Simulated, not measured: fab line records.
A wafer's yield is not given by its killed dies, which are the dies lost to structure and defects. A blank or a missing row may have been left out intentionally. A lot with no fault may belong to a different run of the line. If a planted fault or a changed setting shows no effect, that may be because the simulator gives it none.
What tool caused it? | flow nand_harc | 13 lots, 39 wafers sampled, at 5 steps of a route of 1302

WHAT EACH GAUGE READ, for each wafer
NHARC_HYBRID_BOND_OVL_MEAS_05.
lot  | measured     | on         | overlay_x_nm (nm) | overlay_y_nm (nm)
L571 | day 24 00:49 | overlay-02 | -34 26 1          | -45 57 28
L572 | day 24 00:49 | overlay-01 | 30 1 -8           | -72 80 9
L573 | day 24 23:01 | overlay-02 | -53 -20 50        | -3 -13 -69
L574 | day 24 15:13 | overlay-01 | 21 -14 18         | -54 -6 11
L575 | day 24 23:01 | overlay-01 | -9 -33 24         | 29 -11 43
L576 | day 25 16:24 | overlay-02 | -29 -8 -11        | -37 0 -99
L577 | day 25 12:03 | overlay-02 | 16 -59 -22        | 35 31 28
L579 | day 26 18:41 | overlay-01 | 7 73 27           | 13 60 44
L578 | day 27 03:40 | overlay-01 | 33 37 18          | 59 56 -4
L580 | day 27 16:11 | overlay-01 | 13 -79 15         | -38 -37 -2
L582 | day 28 22:23 | overlay-02 | -6 -32 14         | -6 49 30
L583 | day 28 22:23 | overlay-01 | -11 -22 -48       | -3 -13 -21
L589 | day 31 18:22 | overlay-02 | -10 -12 -58       | 3 -40 -17

NHARC_END_SORT_01.
lot  | measured     | on        | killed_at_array | killed_at_other | killed_at_periphery | killed_dies | killed_open | killed_short
L589 | day 33 05:52 | prober-01 | 100 107 108     | 1 2 0           | 4 4 1               | 105 113 109 | 1 6 3       | 4 0 2

WHICH TOOL RAN EACH LOT (tool, then ch and the chambers of the sampled wafers, then the start)
lot  | NHARC_A_STAIRCASE_HM_DEP_456  | NHARC_A_BONDPAD_PRE_CLEAN_26            | NHARC_THIN_TSV_STRIP_62
L571 | acl_dep-03 ch 0, day 16 14:13 | pvd_sputter-01, day 24 00:49 or earlier | plasma_asher-01 ch 0,1, day 24 06:12
L572 | acl_dep-03 ch 0, day 16 17:57 | pvd_sputter-01, day 23 13:34            | plasma_asher-01 ch 0,1, day 24 07:24
L573 | acl_dep-02 ch 0, day 17 11:41 | pvd_sputter-02, day 24 23:01 or earlier | plasma_asher-02 ch 0,1, day 25 04:23
L574 | acl_dep-02 ch 0, day 17 16:05 | pvd_sputter-01, day 24 15:13 or earlier | plasma_asher-02 ch 0,1, day 24 20:25
L575 | acl_dep-03 ch 0, day 17 16:53 | pvd_sputter-02, day 24 23:01 or earlier | plasma_asher-02 ch 0,1, day 25 05:32
L576 | acl_dep-01 ch 0, day 18 12:08 | pvd_sputter-02, day 25 16:24 or earlier | plasma_asher-01 ch 0,1, day 25 21:52
L577 | acl_dep-01 ch 0, day 18 13:39 | pvd_sputter-01, day 25 12:03 or earlier | plasma_asher-01 ch 0,1, day 25 17:23
L579 | acl_dep-03 ch 0, day 19 16:27 | pvd_sputter-02, day 26 18:41 or earlier | plasma_asher-02 ch 0,1, day 27 00:04
L578 | acl_dep-02 ch 0, day 19 20:01 | pvd_sputter-01, day 27 03:40 or earlier | plasma_asher-02 ch 0,1, day 27 09:03
L580 | acl_dep-01 ch 0, day 20 13:27 | pvd_sputter-03, day 27 16:11 or earlier | plasma_asher-01 ch 0,1, day 27 22:09
L582 | acl_dep-03 ch 0, day 21 13:05 | pvd_sputter-02, day 28 22:23 or earlier | plasma_asher-01 ch 0,1, day 29 03:45
L583 | acl_dep-01 ch 0, day 21 14:34 | pvd_sputter-01, day 28 22:23 or earlier | plasma_asher-01 ch 0,1, day 29 04:59
L589 | acl_dep-03 ch 0, day 24 12:35 | pvd_sputter-01, day 31 18:22 or earlier | plasma_asher-01 ch 0,1, day 32 06:20
- NHARC_A_STAIRCASE_HM_DEP_456: deposits aC, target thk 3100 nm.
- NHARC_A_BONDPAD_PRE_CLEAN_26: time 30 s.
- NHARC_THIN_TSV_STRIP_62: strips in N2/H2, time 20 s.

WHAT THE TOOLS THEMSELVES READ (means of the sampled wafers that have a number; where no wafer has one, the mark that the record gives instead)
NHARC_A_STAIRCASE_HM_DEP_456.
lot  | tool       | throttle_valve_pct (%)
L571 | acl_dep-03 | 34.999
L572 | acl_dep-03 | 35.001
L573 | acl_dep-02 | 34.998
L574 | acl_dep-02 | 35.004
L575 | acl_dep-03 | 34.999
L576 | acl_dep-01 | 35.004
L577 | acl_dep-01 | 34.991
L579 | acl_dep-03 | 35.008
L578 | acl_dep-02 | 35.005
L580 | acl_dep-01 | 34.989
L582 | acl_dep-03 | 35.003
L583 | acl_dep-01 | 34.994
L589 | acl_dep-03 | 35.006

NHARC_A_BONDPAD_PRE_CLEAN_26.
lot  | tool           | heater_power_w (W)
L571 | pvd_sputter-01 | 416
L572 | pvd_sputter-01 | 442
L573 | pvd_sputter-02 | 377
L574 | pvd_sputter-01 | 463
L575 | pvd_sputter-02 | 389
L576 | pvd_sputter-02 | 382
L577 | pvd_sputter-01 | 441
L579 | pvd_sputter-02 | 392
L578 | pvd_sputter-01 | 417
L580 | pvd_sputter-03 | 391
L582 | pvd_sputter-02 | 380
L583 | pvd_sputter-01 | 449
L589 | pvd_sputter-01 | 423

NHARC_THIN_TSV_STRIP_62.
lot  | tool            | drypump_motor_current_A (A) | heater_power_w (W)
L571 | plasma_asher-01 | 5.84                        | 276
L572 | plasma_asher-01 | 5.76                        | 303
L573 | plasma_asher-02 | 5.96                        | 316
L574 | plasma_asher-02 | 5.97                        | 316
L575 | plasma_asher-02 | 5.96                        | 318
L576 | plasma_asher-01 | 5.85                        | 280
L577 | plasma_asher-01 | 5.84                        | 276
L579 | plasma_asher-02 | 5.92                        | 307
L578 | plasma_asher-02 | 5.92                        | 301
L580 | plasma_asher-01 | 5.86                        | 281
L582 | plasma_asher-01 | 5.77                        | 301
L583 | plasma_asher-01 | 5.85                        | 275
L589 | plasma_asher-01 | 5.79                        | 293

THE ANSWER, worked out from the rows above alone
Rule: what is usual is taken from the lots themselves. The widest of any qualifying gaps counts: lots, ordered by their means at a reading, are off when they make up no more than a third of the lots, leave a main group of 4 or more, and stand apart from it by 3 or more times the standard deviation of that group's means. Not used: any main group whose means are identical at the precision the tables above print for the reading. A lot without any number at a reading at which 4 lots or more have one is off too. Any other lot the step has rows for is counted as sound. After the gauges, taken in route order, come the tools' own readings; for these a lot's mean is taken, as printed above. At the first step where some lot is off, the reading lying furthest off is the one used; lots without a number count as furthest.
No lot is off on any of the readings shown, so nothing can be concluded from this.

WHAT THE SIMULATOR HAD INSERTED
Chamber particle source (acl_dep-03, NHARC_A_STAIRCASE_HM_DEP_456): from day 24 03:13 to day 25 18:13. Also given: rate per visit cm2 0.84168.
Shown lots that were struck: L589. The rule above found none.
